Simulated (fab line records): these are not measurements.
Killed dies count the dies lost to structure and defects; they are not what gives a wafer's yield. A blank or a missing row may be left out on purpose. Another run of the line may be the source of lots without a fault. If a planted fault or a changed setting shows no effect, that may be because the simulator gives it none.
Matching of chambers -- flow nand_harc -- 3 sister chambers for NHARC_P_M1_PRE_CLEAN_32 on pecvd-01
The step time 12 s. 3 wafers are shown with their chamber, then 12 later ones without.

== WAFERS, EACH WITH ITS CHAMBER ==
wafer,chamber,heater_power_w (W)
L082.1,1,618
L086.3,0,769
L086.4,2,603

== WAFERS WITHOUT THEIR CHAMBER ==
wafer,heater_power_w (W)
L090.2,618
L090.3,617
L090.6,623
L095.3,782
L095.5,776
L095.6,640
L096.2,824
L096.3,580
L096.4,816
L097.1,620
L097.2,760
L097.5,762

== WHICH CHAMBER EACH WENT THROUGH ==
wafer,from the rows above,in truth
L090.2,can't be placed: 1 or 2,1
L090.3,can't be placed: 1 or 2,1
L090.6,can't be placed: 1 or 2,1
L095.3,0,0
L095.5,0,0
L095.6,can't be placed: 1 or 2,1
L096.2,0,0
L096.3,can't be placed: 2 or 1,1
L096.4,0,0
L097.1,can't be placed: 1 or 2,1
L097.2,0,0
L097.5,0,0
Correctly placed: 6 of 12. From these rows, 6 cannot be placed; in 6 the true chamber is one of the candidates. Number placed wrongly: 0.
How it was worked out, from the rows above alone: a wafer's distance from a chamber is the root of the sum, over the readings, of the square of ((its reading less the chamber's mean) divided by the reading's scatter). If the next closest chamber is less than 2 further off than the closest, the wafer can't be placed; otherwise it belongs to the closest. For every chamber, the mean is computed from those of its wafers that are shown. The scatter (one wafer shown for each chamber): square how far every hidden wafer sits from the nearest shown wafer, average those squares and take the square root.
